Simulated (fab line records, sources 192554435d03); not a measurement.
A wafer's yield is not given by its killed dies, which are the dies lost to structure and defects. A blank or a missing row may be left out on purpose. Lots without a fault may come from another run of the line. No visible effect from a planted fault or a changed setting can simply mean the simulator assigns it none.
A lot that was struck, set against a sound lot :: flow n5Finfet :: 16 steps out of a route of 1938
Sound: wafers L220.2, L220.4, L220.6. The struck wafers were L238.1, L238.4, L238.6. Last of all comes the cause.
Each step with rows lists, per side, the tool, then ch with its chambers, then its first start. Under that, the readings that differ: sound wafers :: struck wafers :: difference of the means :: sigmas: that difference in standard deviations of wafers without a fault.
alike: readings with means less than 2 such deviations apart, plus words and numbers identical on both sides. not compared: withheld readings, readings lacking a value on some wafer, bounds such as >300 that could conceal the same value, and numbers that have no deviation in the record and whose values overlap.
A row with sigmas, a row that says differs or no value, or rows on one side alone: a step with any of these is where the two part. Numbers that have no deviation but don't overlap get no sigmas and don't part them. A reading missing from all wafers of one side parts the sides only when that side holds two or more wafers.

first, 1 step without rows for these wafers: N5_BEOL_M0_SAQP_MANDREL1_REMOVE_100 (chemistry HBr/Cl2/O2, target a-Si, stops on SiNx, bt time 10 s).
N5_BEOL_M0_SAQP_CD_MEAS_25: target cd 13.1 nm.
  sound on cdSem-02 ch 0, day 6 09:05; struck on cdSem-01 ch 0, day 10 20:43
  alike: cdNm
then, 1 step without rows for these wafers: N5_BEOL_M0_SAQP_ETCH_101 (etches SiNx in CH3F/O2, target depth 29.9 nm, time 42.7 s).
N5_BEOL_M0_SAQP_ETCH_102: etches SiO2 in CF4, target depth 4 nm, time 4.4 s.
  sound on rieSi-03 ch 1,2,3, day 6 09:14; struck on rieSi-01 ch 0,1,3, day 10 20:51
  alike: drypumpMotorCurrentA, oesProductAu, throttleValvePct
  not compared: rfHoursCounterH
then, 3 steps without rows for these wafers: N5_BEOL_M0_SAQP_MANDREL_ETCH_103 (etches a-Si in HBr/Cl2, stops on SiCN, target depth 45 nm, bt time 10 s, time 27 s); N5_BEOL_M0_SAQP_RECESS_104 (chemistry HF/NH3, target SiO2, target depth 18 nm, afs cycles 3, sublimation time 60 s); N5_BEOL_M0_SAQP_COAT_105 (time 60 s, resist thk 100 nm).
N5_BEOL_M0_SAQP_ETCH_106: etches SOC in N2/H2, stops on SiNx, target depth 150 nm.
  sound on rieDiel-06 ch 1,3, day 6 09:47; struck on rieDiel-06 ch 0,3, day 10 21:25
  alike: drypumpMotorCurrentA, oesProductAu, rfVppV, showerheadPlenumPTorr, throttleValvePct
  not compared: rfHoursCounterH
then, 1 step without rows for these wafers: N5_BEOL_M0_SAQP_ETCH_107 (etches SiNx in CH3F/O2, target depth 30 nm).
N5_BEOL_M0_SAQP_STRIP_108: strips in N2/H2.
  sound on rieDiel-06 ch 1,3, day 6 09:53; struck on rieDiel-06 ch 0,3, day 10 21:31
  alike: drypumpMotorCurrentA, oesProductAu, rfVppV, showerheadPlenumPTorr, throttleValvePct
  not compared: rfHoursCounterH
then, 1 step without rows for these wafers: N5_BEOL_M0_SAQP_RECESS_109 (chemistry HF/NH3, target SiO2, target depth 3 nm, afs cycles 1, sublimation time 60 s).
N5_BEOL_M0_SAQP_SPACER2_ALD_26: deposits SiO2, target thk 15 nm, pulse time 1 s, purge time 2 s.
  sound on aldSin-03 ch 0,1,2, day 6 10:06; struck on aldSin-01 ch 0,3, day 10 21:43
  alike: heaterPowerOuterW, heaterPowerW, precursorPulseHeightRel
N5_BEOL_M0_SAQP_SPACER2_ETCHBACK_27: etches SiO2 in CHF3/O2, target depth 22.5 nm, time 11.25 s.
  sound on rieDiel-02 ch 0,2,3, day 6 10:40; struck on rieDiel-06 ch 2,3, day 10 22:22
  no value came back on the struck wafers for any of 7 readings (CHF3_flow_sccm (sccm), O2_flow_sccm (sccm) and others); on the sound wafers CHF3_flow_sccm (sccm) reads 50.18 49.85 49.82
  not compared: rfHoursCounterH, model.a-Si_of_BEOL_M0_SAQP_PECVD_96.thkNm
N5_BEOL_M0_SAQP_MANDREL2_REMOVE_110: chemistry HBr/Cl2/O2, target a-Si, stops on SiCN, bt time 10 s.
  sound on rieSi-01 ch 0,1,2, day 6 10:46; struck on rieSi-02 ch 0,2, day 10 22:27
  alike: drypumpMotorCurrentA, oesProductAu, throttleValvePct
  not compared: rfHoursCounterH
N5_BEOL_M4_RC_MEAS_101:
  the record has rows for the sound wafers here (prober-02 ch 0, day 8 21:17) and none for the struck ones
-- here the record skips 6 days between the struck wafers' starts before and after, leaving off in module BEOL_M4 and picking up in module PASSIVATION (first step shown: number 1936 of the route) --
N5_PASSIVATION_PROBE_49:
  struck on prober-01, day 17 05:07; sound on prober-02, day 13 11:57
reading: defectLimitedYield (%)
sound: 90.2 90.3 88.2
struck: 0 0 0
difference: -90
sigmas: -60

reading: killed_at_M0_to_M3
sound: 45 46 55
struck: 1116 1117 1119
difference: +1069
sigmas: +89

reading: killedDies
sound: 116 115 139
struck: 1180 1180 1180
difference: +1057
sigmas: +59

reading: killedOnRim
sound: 16 20 19
struck: 152 152 152
difference: +134
sigmas: +30

reading: sort_bin_5_function (%)
sound: 5.1 5.2 6.9
struck: 96.7 96.7 96.2
difference: +90.8
sigmas: +91

reading: sortNPass
sound: 1064 1065 1041
struck: 0 0 0
difference: -1057
sigmas: -59

reading: sortYieldPct (%)
sound: 90.2 90.3 88.2
struck: 0 0 0
difference: -90
sigmas: -60
  alike: killed_at_M4_up, killedAtContacts, killedAtFrontEnd, killedAtOther, killedOpen, killedShort, sort_bin_6_memory

## WHERE THEY PART
Last at N5_PASSIVATION_PROBE_49 as far as this record goes, first at N5_BEOL_M0_SAQP_SPACER2_ETCHBACK_27.

WHY: what the simulator had put in
Skipped step whole: rieDiel-06, from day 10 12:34 on, at N5_BEOL_M0_SAQP_SPACER2_ETCHBACK_27. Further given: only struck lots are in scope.
